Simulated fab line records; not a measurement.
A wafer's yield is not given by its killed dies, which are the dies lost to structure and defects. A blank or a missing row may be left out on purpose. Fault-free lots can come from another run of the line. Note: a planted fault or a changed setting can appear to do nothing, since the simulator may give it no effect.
Chamber matching | flow nand harc | NHARC_A_CHANNEL_HOLE_D2_DESCUM_15 on rie diel-06 has 4 sister chambers
The step chemistry O2, time 3 s. 18 wafers are shown with their chamber, then 9 later ones without.

WAFERS WITH THEIR CHAMBER
wafer  | chamber | showerhead plenum p Torr (Torr) | drypump motor current A (A) | rf vpp V (V)
L075.2 | 2       | 1.83                            | 5.3                         | 57.2
L075.3 | 3       | 1.79                            | 6.5                         | 56.8
L075.5 | 2       | 1.83                            | 5.3                         | 56.8
L079.1 | 1       | 1.78                            | 5.5                         | 57.3
L079.4 | 0       | 1.96                            | 5.6                         | 58.0
L079.6 | 3       | 1.79                            | 6.6                         | 59.3
L081.1 | 3       | 1.79                            | 6.6                         | 58.5
L081.2 | 2       | 1.83                            | 5.3                         | 56.6
L081.3 | 0       | 1.96                            | 5.6                         | 56.9
L086.1 | 0       | 1.96                            | 5.6                         | 57.4
L086.2 | 3       | 1.79                            | 6.5                         | 57.1
L086.5 | 1       | 1.78                            | 5.5                         | 56.5
L089.1 | 3       | 1.79                            | 6.6                         | 57.2
L089.2 | 0       | 1.95                            | 5.6                         | 56.7
L089.3 | 2       | 1.83                            | 5.3                         | 59.5
L090.1 | 2       | 1.83                            | 5.2                         | 55.6
L090.4 | 0       | 1.95                            | 5.6                         | 58.2
L090.5 | 2       | 1.83                            | 5.2                         | 58.2

SIGNATURES (means of the wafers above)
reading                  | chamber 0 | chamber 1 | chamber 2 | chamber 3 | scatter within a chamber
showerhead plenum p Torr | 1.9560    | 1.7800    | 1.8300    | 1.7900    | 0.00293
drypump motor current A  | 5.600     | 5.500     | 5.267     | 6.560     | 0.0425
rf vpp V                 | 57.440    | 56.900    | 57.317    | 57.780    | 1.07
Rule: for a wafer and a chamber, the distance is found by dividing, reading by reading, the gap between the wafer's reading and the chamber's mean by the reading's scatter, squaring, summing and taking the root. If the next closest chamber is less than 2 further off than the closest, the wafer can't be placed; otherwise it belongs to the closest. How the scatter is found: for the shown wafers, subtract from each reading the mean of its chamber, square and add these, divide the total by (wafers less chambers), then take the root.

WAFERS WITHOUT THEIR CHAMBER
wafer  | showerhead plenum p Torr (Torr) | drypump motor current A (A) | rf vpp V (V)
L092.1 | 1.78                            | 5.6                         | 56.6
L092.5 | 1.78                            | 6.5                         | 58.0
L092.6 | 1.95                            | 5.6                         | 57.8
L094.1 | 1.78                            | 5.5                         | 56.2
L094.2 | 1.95                            | 5.6                         | 57.0
L094.5 | 1.78                            | 6.6                         | 56.7
L096.3 | 1.78                            | 5.5                         | 57.1
L096.5 | 1.95                            | 5.6                         | 58.3
L096.6 | 1.78                            | 5.5                         | 57.7

CHAMBER TAKEN BY EACH
wafer  | from the rows above | in truth
L092.1 | 1                   | 1
L092.5 | 3                   | 3
L092.6 | 0                   | 0
L094.1 | 1                   | 1
L094.2 | 0                   | 0
L094.5 | 3                   | 3
L096.3 | 1                   | 1
L096.5 | 0                   | 0
L096.6 | 1                   | 1
Correctly placed: 9 of 9. Can't be placed from these rows: 0. Wrongly placed: 0.
